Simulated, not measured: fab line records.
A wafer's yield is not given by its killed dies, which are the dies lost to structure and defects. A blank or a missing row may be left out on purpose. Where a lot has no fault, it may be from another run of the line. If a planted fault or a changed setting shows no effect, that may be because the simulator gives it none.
Chamber matching :: flow n5-finfet :: N5_FIN_SAQP_STRIP_77 on rie-diel-06 has 4 sister chambers
The step strips in N2/H2, time 90 s. 14 wafers are shown with their chamber, then 7 later ones without.

## EACH WAFER AND ITS CHAMBER
wafer: L076.3
chamber: 2
oes-product-au (a.u.): 0.71
showerhead-plenum-p-Torr (Torr): 3.50
drypump-motor-current-A (A): 5.6

wafer: L076.4
chamber: 1
oes-product-au (a.u.): 0.90
showerhead-plenum-p-Torr (Torr): 3.43
drypump-motor-current-A (A): 5.6

wafer: L076.5
chamber: 1
oes-product-au (a.u.): 0.90
showerhead-plenum-p-Torr (Torr): 3.43
drypump-motor-current-A (A): 5.6

wafer: L079.1
chamber: 2
oes-product-au (a.u.): 0.71
showerhead-plenum-p-Torr (Torr): 3.49
drypump-motor-current-A (A): 5.6

wafer: L079.2
chamber: 3
oes-product-au (a.u.): 0.73
showerhead-plenum-p-Torr (Torr): 3.23
drypump-motor-current-A (A): 4.9

wafer: L079.3
chamber: 0
oes-product-au (a.u.): 0.72
showerhead-plenum-p-Torr (Torr): 3.44
drypump-motor-current-A (A): 5.2

wafer: L081.2
chamber: 3
oes-product-au (a.u.): 0.73
showerhead-plenum-p-Torr (Torr): 3.23
drypump-motor-current-A (A): 5.0

wafer: L081.3
chamber: 2
oes-product-au (a.u.): 0.70
showerhead-plenum-p-Torr (Torr): 3.49
drypump-motor-current-A (A): 5.6

wafer: L081.4
chamber: 0
oes-product-au (a.u.): 0.72
showerhead-plenum-p-Torr (Torr): 3.44
drypump-motor-current-A (A): 5.2

wafer: L085.3
chamber: 3
oes-product-au (a.u.): 0.73
showerhead-plenum-p-Torr (Torr): 3.22
drypump-motor-current-A (A): 5.0

wafer: L085.4
chamber: 2
oes-product-au (a.u.): 0.70
showerhead-plenum-p-Torr (Torr): 3.49
drypump-motor-current-A (A): 5.6

wafer: L085.6
chamber: 0
oes-product-au (a.u.): 0.71
showerhead-plenum-p-Torr (Torr): 3.43
drypump-motor-current-A (A): 5.2

wafer: L087.1
chamber: 0
oes-product-au (a.u.): 0.71
showerhead-plenum-p-Torr (Torr): 3.43
drypump-motor-current-A (A): 5.2

wafer: L087.2
chamber: 2
oes-product-au (a.u.): 0.70
showerhead-plenum-p-Torr (Torr): 3.49
drypump-motor-current-A (A): 5.7

SIGNATURES, as means of the wafers listed above
reading: oes-product-au
chamber 0: 0.7150
chamber 1: 0.9000
chamber 2: 0.7040
chamber 3: 0.7300
scatter within a chamber: 0.00469

reading: showerhead-plenum-p-Torr
chamber 0: 3.4350
chamber 1: 3.4300
chamber 2: 3.4920
chamber 3: 3.2267
scatter within a chamber: 0.00497

reading: drypump-motor-current-A
chamber 0: 5.200
chamber 1: 5.600
chamber 2: 5.620
chamber 3: 4.967
scatter within a chamber: 0.0383
Rule: for each reading, subtract the chamber's mean from the wafer's reading, divide by that reading's scatter and square the result; add these up over the readings and take the root, which gives the wafer's distance from the chamber. If the next closest chamber is less than 2 further off than the closest, the wafer can't be placed; otherwise it belongs to the closest. How the scatter is found: for the shown wafers, subtract from each reading the mean of its chamber, square and add these, divide the total by (wafers less chambers), then take the root.

## WAFERS WITH NO CHAMBER GIVEN
wafer: L087.5
oes-product-au (a.u.): 0.72
showerhead-plenum-p-Torr (Torr): 3.22
drypump-motor-current-A (A): 4.9

wafer: L095.2
oes-product-au (a.u.): 0.72
showerhead-plenum-p-Torr (Torr): 3.21
drypump-motor-current-A (A): 4.9

wafer: L095.3
oes-product-au (a.u.): 0.84
showerhead-plenum-p-Torr (Torr): 3.41
drypump-motor-current-A (A): 5.6

wafer: L095.6
oes-product-au (a.u.): 0.71
showerhead-plenum-p-Torr (Torr): 3.21
drypump-motor-current-A (A): 4.9

wafer: L096.1
oes-product-au (a.u.): 0.71
showerhead-plenum-p-Torr (Torr): 3.21
drypump-motor-current-A (A): 5.0

wafer: L096.2
oes-product-au (a.u.): 0.83
showerhead-plenum-p-Torr (Torr): 3.41
drypump-motor-current-A (A): 5.6

wafer: L096.4
oes-product-au (a.u.): 0.72
showerhead-plenum-p-Torr (Torr): 3.21
drypump-motor-current-A (A): 5.0

## WHICH CHAMBER EACH WENT THROUGH
wafer: L087.5
from the rows above: 3
in truth: 3

wafer: L095.2
from the rows above: 3
in truth: 3

wafer: L095.3
from the rows above: 1
in truth: 1

wafer: L095.6
from the rows above: 3
in truth: 3

wafer: L096.1
from the rows above: 3
in truth: 3

wafer: L096.2
from the rows above: 1
in truth: 1

wafer: L096.4
from the rows above: 3
in truth: 3
Correct placement for 7 of the 7. Not placeable from these rows: 0. Number placed wrongly: 0.
